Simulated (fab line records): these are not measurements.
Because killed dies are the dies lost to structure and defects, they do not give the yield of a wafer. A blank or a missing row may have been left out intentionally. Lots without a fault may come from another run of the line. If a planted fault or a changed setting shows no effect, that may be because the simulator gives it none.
Which tool is to blame?    flow n5-finfet    72 wafers from 24 lots sampled at 6 of the route's 1938 steps

== WHAT THE GAUGES SHOWED, per wafer ==
N5_MOL_CONTACT_COAG_THK_MEAS_29. Usual: for MD_CAP_THK the level is 17.93 nm and the standard deviation is 0.085.
lot   measured      on             MD_CAP_THK (nm)    flag
L074  day 5 01:27   film-metro-01  17.99 17.83 17.83  
L075  day 5 03:10   film-metro-01  17.86 17.95 18.02  
L076  day 5 19:56   film-metro-01  17.96 17.92 18.02  
L077  day 6 00:30   film-metro-02  17.82 17.87 17.96  
L078  day 6 11:22   film-metro-01  17.93 17.89 17.94  
L079  day 6 14:56   film-metro-02  17.98 17.95 18.01  
L080  day 6 15:04   film-metro-01  18.00 17.92 17.99  
L081  day 6 21:23   film-metro-01  18.06 18.01 17.94  
L082  day 7 00:02   film-metro-02  17.79 17.98 17.94  
L083  day 7 08:45   film-metro-02  17.95 17.93 17.87  
L084  day 7 15:13   film-metro-02  18.04 17.92 17.74  
L085  day 8 02:34   film-metro-01  17.78 17.93 17.93  
L086  day 8 05:35   film-metro-01  17.89 18.08 18.00  
L087  day 8 10:42   film-metro-02  17.92 17.92 17.89  
L088  day 8 17:21   film-metro-01  17.89 17.88 17.90  
L089  day 8 22:01   film-metro-02  17.83 17.77 17.85  
L090  day 9 06:16   film-metro-01  18.00 18.16 17.95  
L091  day 9 12:18   film-metro-02  17.89 17.76 17.82  
L092  day 9 19:14   film-metro-01  17.78 17.88 17.86  
L093  day 9 23:47   film-metro-01  17.98 18.19 18.09  
L094  day 10 05:57  film-metro-01  17.97 17.96 17.90  
L095  day 10 08:17  film-metro-02  17.83 17.99 17.97  
L096  day 10 12:52  film-metro-01  17.98 18.01 17.90  
L097  day 10 16:45  film-metro-02  17.85 17.91 17.93  

N5_MOL_CONTACT_COAG_INSPECT_57: inspects for defects (brightfield). Usual: raw-defect-count at 207, with a standard deviation of 52.
lot   measured      on                 raw-defect-count  flag
L074  day 5 03:59   defect-inspect-02  235 246 267       
L075  day 5 04:54   defect-inspect-02  202 295 268       
L076  day 5 20:54   defect-inspect-01  227 223 233       
L077  day 6 01:28   defect-inspect-02  220 190 232       
L078  day 6 12:28   defect-inspect-02  152 127 176       
L079  day 6 16:34   defect-inspect-02  122 153 149       
L080  day 6 16:55   defect-inspect-01  218 182 250       
L081  day 6 22:29   defect-inspect-02  264 171 267       
L082  day 7 02:11   defect-inspect-01  214 256 228       
L083  day 7 10:03   defect-inspect-02  207 174 154       
L084  day 7 16:28   defect-inspect-02  125 241 145       
L085  day 8 03:41   defect-inspect-02  153 147 118       
L086  day 8 06:57   defect-inspect-01  214 206 162       
L087  day 8 11:47   defect-inspect-02  208 207 165       
L088  day 8 20:38   defect-inspect-01  196 141 222       
L089  day 9 00:05   defect-inspect-02  116 165 144       
L090  day 9 07:40   defect-inspect-02  217 269 274       
L091  day 9 13:34   defect-inspect-01  168 250 230       
L092  day 9 20:13   defect-inspect-02  166 245 159       
L093  day 10 00:52  defect-inspect-02  216 249 206       
L094  day 10 07:02  defect-inspect-02  176 302 268       
L095  day 10 09:17  defect-inspect-02  254 229 195       
L096  day 10 13:50  defect-inspect-01  222 270 189       
L097  day 10 17:43  defect-inspect-01  141 193 157       

== TOOL THAT RAN EACH LOT (tool first, then ch and the chambers of the sampled wafers, then the start) ==
lot   N5_GATE_CUT_CMP_43             N5_MOL_CONTACT_COAG_ETCH_106        N5_MOL_CONTACT_COAG_ETCH_15         N5_MOL_CONTACT_COAG_ALD_123
L074  cmp-03 ch 0,1, day 4 14:31     rie-diel-02 ch 0,1, day 4 15:40     rie-diel-02 ch 0,1, day 4 15:48     ald-sin-02 ch 0,2,3, day 5 02:56
L075  cmp-04 ch 0,1,3, day 4 18:04   rie-diel-02 ch 0,3, day 4 19:12     rie-diel-02 ch 0,3, day 4 19:20     ald-sin-02 ch 0,1,3, day 5 03:57
L076  cmp-01 ch 0,2,3, day 5 11:29   rie-diel-02 ch 0,1,2, day 5 12:41   rie-diel-02 ch 0,1,2, day 5 12:50   ald-sin-02 ch 1,2,3, day 5 19:58
L077  cmp-01 ch 1,2,3, day 5 15:16   rie-diel-06 ch 0,1,2, day 5 16:19   rie-diel-06 ch 0,1,2, day 5 16:27   ald-sin-03 ch 0,1,3, day 6 00:32
L078  cmp-03 ch 0,1, day 6 00:47     rie-diel-05 ch 0,1, day 6 02:13     rie-diel-05 ch 0,1, day 6 02:21     ald-sin-02 ch 0,1, day 6 11:24
L079  cmp-04 ch 0,1,3, day 6 01:26   rie-diel-05 ch 1,2,3, day 6 02:39   rie-diel-05 ch 1,2,3, day 6 02:47   ald-sin-03 ch 1,2, day 6 15:28
L080  cmp-04 ch 0,1,2, day 6 03:20   rie-diel-05 ch 0,1,2, day 6 04:36   rie-diel-05 ch 0,1,2, day 6 04:44   ald-sin-04 ch 0,2,3, day 6 15:52
L081  cmp-03 ch 0,1,2, day 6 11:40   rie-diel-02 ch 0,1,2, day 6 12:41   rie-diel-02 ch 0,1,2, day 6 12:49   ald-sin-04 ch 0,1,3, day 6 21:26
L082  cmp-04 ch 0,2,3, day 6 14:47   rie-diel-06 ch 0,1,2, day 6 15:59   rie-diel-06 ch 0,1,2, day 6 16:08   ald-sin-02 ch 1,2,3, day 7 01:08
L083  cmp-04 ch 1,2, day 6 20:43     rie-diel-06 ch 1,2,3, day 6 21:51   rie-diel-06 ch 1,2,3, day 6 21:59   ald-sin-04 ch 0,1, day 7 08:59
L084  cmp-03 ch 0,2,3, day 7 05:43   rie-diel-06 ch 2,3, day 7 06:53     rie-diel-06 ch 2,3, day 7 07:01     ald-sin-04 ch 0,2,3, day 7 15:22
L085  cmp-01 ch 0,1,2, day 7 17:01   rie-diel-06 ch 0,2,3, day 7 18:45   rie-diel-06 ch 0,2,3, day 7 18:53   ald-sin-03 ch 0,2, day 8 02:37
L086  cmp-03 ch 1,2,3, day 7 19:59   rie-diel-06 ch 0,3, day 7 21:38     rie-diel-06 ch 0,3, day 7 21:46     ald-sin-02 ch 0,1,3, day 8 05:54
L087  cmp-03 ch 1,2,3, day 7 23:37   rie-diel-05 ch 0,3, day 8 01:30     rie-diel-05 ch 0,3, day 8 01:38     ald-sin-03 ch 0,1, day 8 10:44
L088  cmp-04 ch 1,3, day 8 08:23     rie-diel-05 ch 0,2,3, day 8 09:38   rie-diel-05 ch 0,2,3, day 8 09:46   ald-sin-03 ch 0,1,3, day 8 19:35
L089  cmp-01 ch 1,2, day 8 09:34     rie-diel-06 ch 0,2,3, day 8 10:50   rie-diel-06 ch 0,2,3, day 8 10:58   ald-sin-03 ch 0,3, day 8 23:09
L090  cmp-01 ch 0,1,2, day 8 20:53   rie-diel-05 ch 0,1, day 8 21:59     rie-diel-05 ch 0,1, day 8 22:08     ald-sin-04 ch 0,3, day 9 06:35
L091  cmp-03 ch 1,2,3, day 9 02:17   rie-diel-02 ch 0,2,3, day 9 03:58   rie-diel-02 ch 0,2,3, day 9 04:06   ald-sin-04 ch 0,1, day 9 12:31
L092  cmp-04 ch 0,1,2, day 9 07:52   rie-diel-02 ch 1,2,3, day 9 09:05   rie-diel-02 ch 1,2,3, day 9 09:14   ald-sin-02 ch 0,1,3, day 9 19:17
L093  cmp-03 ch 0,2,3, day 9 13:03   rie-diel-06 ch 0,2,3, day 9 14:11   rie-diel-06 ch 0,2,3, day 9 14:19   ald-sin-04 ch 0,2,3, day 9 23:49
L094  cmp-03 ch 0,2,3, day 9 18:02   rie-diel-05 ch 0,1,3, day 9 19:14   rie-diel-05 ch 0,1,3, day 9 19:22   ald-sin-03 ch 0,1,2, day 10 05:59
L095  cmp-04 ch 0,1,3, day 9 20:48   rie-diel-02 ch 0,1,2, day 9 22:09   rie-diel-02 ch 0,1,2, day 9 22:17   ald-sin-04 ch 0,2, day 10 08:20
L096  cmp-03 ch 0,1,3, day 10 04:52  rie-diel-06 ch 0,2, day 10 06:02    rie-diel-06 ch 0,2, day 10 06:10    ald-sin-03 ch 0,3, day 10 12:54
L097  cmp-01 ch 0,3, day 10 07:19    rie-diel-02 ch 1,2,3, day 10 08:40  rie-diel-02 ch 1,2,3, day 10 08:48  ald-sin-02 ch 0,2,3, day 10 16:47
- N5_GATE_CUT_CMP_43: polishes SiO2.
- N5_MOL_CONTACT_COAG_ETCH_106: etches SOC in N2/H2, target depth 80 nm, overetch 16 nm, time 120 s.
- N5_MOL_CONTACT_COAG_ETCH_15: etches SiNx in CH3F/O2, stops on Si:P, target depth 7 nm.
- N5_MOL_CONTACT_COAG_ALD_123: deposits SiNx, target thk 5 nm, pulse time 1 s, purge time 2 s.

== WHAT THE TOOLS THEMSELVES READ (means of the sampled wafers that have a number; where no wafer has one, the mark that the record gives instead) ==
N5_GATE_CUT_CMP_43. Usual: motor-current-A at 12.4 A, with a standard deviation of 1.4.
lot   tool    motor-current-A (A)  flag
L074  cmp-03  14.1                 
L075  cmp-04  13.0                 
L076  cmp-01  11.5                 
L077  cmp-01  11.6                 
L078  cmp-03  13.4                 
L079  cmp-04  13.1                 
L080  cmp-04  12.9                 
L081  cmp-03  12.5                 
L082  cmp-04  13.5                 
L083  cmp-04  11.4                 
L084  cmp-03  12.0                 
L085  cmp-01  11.9                 
L086  cmp-03  12.0                 
L087  cmp-03  12.5                 
L088  cmp-04  12.9                 
L089  cmp-01  12.0                 
L090  cmp-01  12.1                 
L091  cmp-03  12.6                 
L092  cmp-04  12.5                 
L093  cmp-03  11.9                 
L094  cmp-03  11.3                 
L095  cmp-04  12.7                 
L096  cmp-03  13.8                 
L097  cmp-01  11.5                 

N5_MOL_CONTACT_COAG_ETCH_106. Usual: chamber-pressure-mTorr 30.001 mTorr, standard deviation 0.026; drypump-motor-current-A 5.8 A, standard deviation 0.48; oes-product-au 0.69 a.u., standard deviation 0.05; rf-vpp-V 524.9 V, standard deviation 1.8; showerhead-plenum-p-Torr 2.58 Torr, standard deviation 0.062; throttle-valve-pct 17.91 %, standard deviation 0.21.
lot   tool         chamber-pressure-mTorr (mTorr)  drypump-motor-current-A (A)  oes-product-au (a.u.)  rf-vpp-V (V)  showerhead-plenum-p-Torr (Torr)  throttle-valve-pct (%)  flag
L074  rie-diel-02  29.984                          6.4                          0.75                   527.5         2.66                             17.85                   
L075  rie-diel-02  30.004                          6.3                          0.76                   526.4         2.67                             18.01                   
L076  rie-diel-02  30.012                          6.0                          0.70                   524.9         2.59                             17.92                   
L077  rie-diel-06  30.014                          5.9                          0.67                   524.7         2.57                             17.91                   
L078  rie-diel-05  30.014                          6.0                          0.75                   524.8         2.57                             17.89                   
L079  rie-diel-05  29.985                          5.5                          0.73                   526.3         2.63                             17.70                   
L080  rie-diel-05  29.984                          5.5                          0.72                   524.8         2.59                             17.80                   
L081  rie-diel-02  30.010                          6.0                          0.70                   524.8         2.59                             17.92                   
L082  rie-diel-06  30.026                          5.9                          0.66                   523.9         2.57                             17.93                   
L083  rie-diel-06  29.985                          5.6                          0.69                   524.6         2.59                             17.81                   
L084  rie-diel-06  29.996                          5.6                          0.72                   523.6         2.57                             17.80                   
L085  rie-diel-06  30.011                          5.9                          0.69                   524.1         2.55                             17.98                   
L086  rie-diel-06  30.013                          5.9                          0.70                   524.5         2.55                             18.04                   
L087  rie-diel-05  29.967                          5.5                          0.71                   525.2         2.58                             17.78                   
L088  rie-diel-05  29.982                          5.3                          0.69                   525.8         2.61                             17.72                   
L089  rie-diel-06  30.011                          5.9                          0.69                   524.1         2.54                             17.98                   
L090  rie-diel-05  30.027                          6.0                          0.72                   524.5         2.55                             17.94                   
L091  rie-diel-02  29.997                          5.8                          0.70                   525.4         2.59                             18.11                   
L092  rie-diel-02  29.981                          5.8                          0.65                   523.5         2.53                             18.03                   
L093  rie-diel-06  29.995                          5.9                          0.68                   524.4         2.54                             18.00                   
L094  rie-diel-05  30.005                          5.7                          0.71                   525.3         2.59                             17.85                   
L095  rie-diel-02  30.006                          6.0                          0.67                   523.9         2.58                             17.97                   
L096  rie-diel-06  30.031                          6.1                          0.64                   522.9         2.52                             18.14                   
L097  rie-diel-02  30.017                          5.7                          0.64                   523.3         2.53                             18.06                   

N5_MOL_CONTACT_COAG_ETCH_15. Usual: CH3F_flow_sccm 30.00 sccm, standard deviation 0.088; chamber-pressure-mTorr 29.998 mTorr, standard deviation 0.029; drypump-motor-current-A 5.8 A, standard deviation 0.48; oes_ar_750_au 0.78 a.u., standard deviation 0.057; oes-product-au 0.57 a.u., standard deviation 0.041; rf-vpp-V 294 V, standard deviation 6.2; showerhead-plenum-p-Torr 2.03 Torr, standard deviation 0.04; throttle-valve-pct 16.42 %, standard deviation 0.23.
lot   tool         CH3F_flow_sccm (sccm)  chamber-pressure-mTorr (mTorr)  drypump-motor-current-A (A)  oes_ar_750_au (a.u.)  oes-product-au (a.u.)  rf-vpp-V (V)  showerhead-plenum-p-Torr (Torr)  throttle-valve-pct (%)  flag
L074  rie-diel-02  30.00                  30.026                          6.5                          0.84                  0.61                   295           2.07                             16.20                   
L075  rie-diel-02  30.04                  29.953                          6.3                          0.87                  0.63                   291           2.08                             16.35                   
L076  rie-diel-02  30.00                  30.014                          6.0                          0.79                  0.57                   294           2.03                             16.41                   
L077  rie-diel-06  29.99                  29.982                          5.9                          0.75                  0.54                   291           2.02                             16.41                   
L078  rie-diel-05  30.11                  29.989                          6.0                          0.84                  0.61                   304           2.04                             16.47                   
L079  rie-diel-05  30.00                  30.014                          5.5                          0.82                  0.60                   300           2.07                             16.17                   
L080  rie-diel-05  29.95                  29.987                          5.6                          0.80                  0.58                   303           2.05                             16.35                   
L081  rie-diel-02  30.09                  30.007                          6.0                          0.78                  0.57                   292           2.03                             16.42                   
L082  rie-diel-06  29.97                  29.986                          5.9                          0.74                  0.54                   290           2.02                             16.43                   
L083  rie-diel-06  29.99                  29.976                          5.6                          0.78                  0.57                   295           2.04                             16.36                   
L084  rie-diel-06  30.07                  29.999                          5.6                          0.81                  0.59                   293           2.03                             16.33                   
L085  rie-diel-06  30.13                  30.012                          5.9                          0.78                  0.57                   293           2.01                             16.47                   
L086  rie-diel-06  29.96                  30.025                          5.9                          0.79                  0.57                   296           2.02                             16.57                   
L087  rie-diel-05  30.09                  29.994                          5.5                          0.80                  0.58                   299           2.05                             16.43                   
L088  rie-diel-05  30.03                  30.018                          5.3                          0.78                  0.57                   299           2.06                             16.28                   
L089  rie-diel-06  30.02                  29.976                          5.9                          0.77                  0.56                   293           2.01                             16.48                   
L090  rie-diel-05  30.01                  30.024                          6.0                          0.81                  0.59                   303           2.03                             16.51                   
L091  rie-diel-02  30.02                  29.984                          5.8                          0.78                  0.57                   290           2.04                             16.58                   
L092  rie-diel-02  30.00                  30.005                          5.7                          0.74                  0.53                   289           1.99                             16.58                   
L093  rie-diel-06  30.00                  29.969                          5.9                          0.77                  0.55                   292           2.01                             16.50                   
L094  rie-diel-05  29.99                  29.996                          5.7                          0.80                  0.58                   299           2.04                             16.42                   
L095  rie-diel-02  29.96                  30.000                          6.0                          0.76                  0.55                   292           2.02                             16.47                   
L096  rie-diel-06  30.00                  29.994                          6.1                          0.72                  0.52                   288           1.99                             16.57                   
L097  rie-diel-02  29.99                  30.008                          5.8                          0.73                  0.53                   289           1.99                             16.59                   

N5_MOL_CONTACT_COAG_ALD_123. Usual: heater-power-w 817 W, standard deviation 74; precursor-pulse-height-rel 0.999, standard deviation 0.018.
lot   tool        heater-power-w (W)  precursor-pulse-height-rel  flag
L074  ald-sin-02  825                 0.996                       
L075  ald-sin-02  794                 1.013                       
L076  ald-sin-02  831                 1.012                       
L077  ald-sin-03  807                 1.015                       
L078  ald-sin-02  785                 1.005                       
L079  ald-sin-03  699                 0.999                       
L080  ald-sin-04  855                 0.998                       
L081  ald-sin-04  795                 1.000                       
L082  ald-sin-02  833                 0.999                       
L083  ald-sin-04  803                 1.008                       
L084  ald-sin-04  864                 1.014                       
L085  ald-sin-03  796                 1.008                       
L086  ald-sin-02  787                 0.977                       
L087  ald-sin-03  763                 0.981                       
L088  ald-sin-03  807                 0.991                       
L089  ald-sin-03  870                 1.004                       
L090  ald-sin-04  787                 1.004                       
L091  ald-sin-04  804                 1.013                       
L092  ald-sin-02  775                 1.009                       
L093  ald-sin-04  880                 1.000                       
L094  ald-sin-03  757                 0.987                       
L095  ald-sin-04  865                 1.010                       
L096  ald-sin-03  855                 0.996                       
L097  ald-sin-02  822                 0.989                       

== THE ANSWER, worked out from the rows above alone ==
Rule: lot off if the mean of its wafers having a number is beyond 3 standard deviations from the usual mean. Also off: a lot with no number at a reading for which 4 or more lots have one. Where the step has rows for the other lots, those lots are counted as sound. The gauges are gone through in route order, then the tools' own readings, and for those a lot's mean is taken as printed above. At the first step where some lot is off, the reading lying furthest off is the one used; lots without a number count as furthest.
Across all readings shown, no lot is off: no conclusion can be drawn from this.

== WHAT HAD BEEN PUT IN BY THE SIMULATOR ==
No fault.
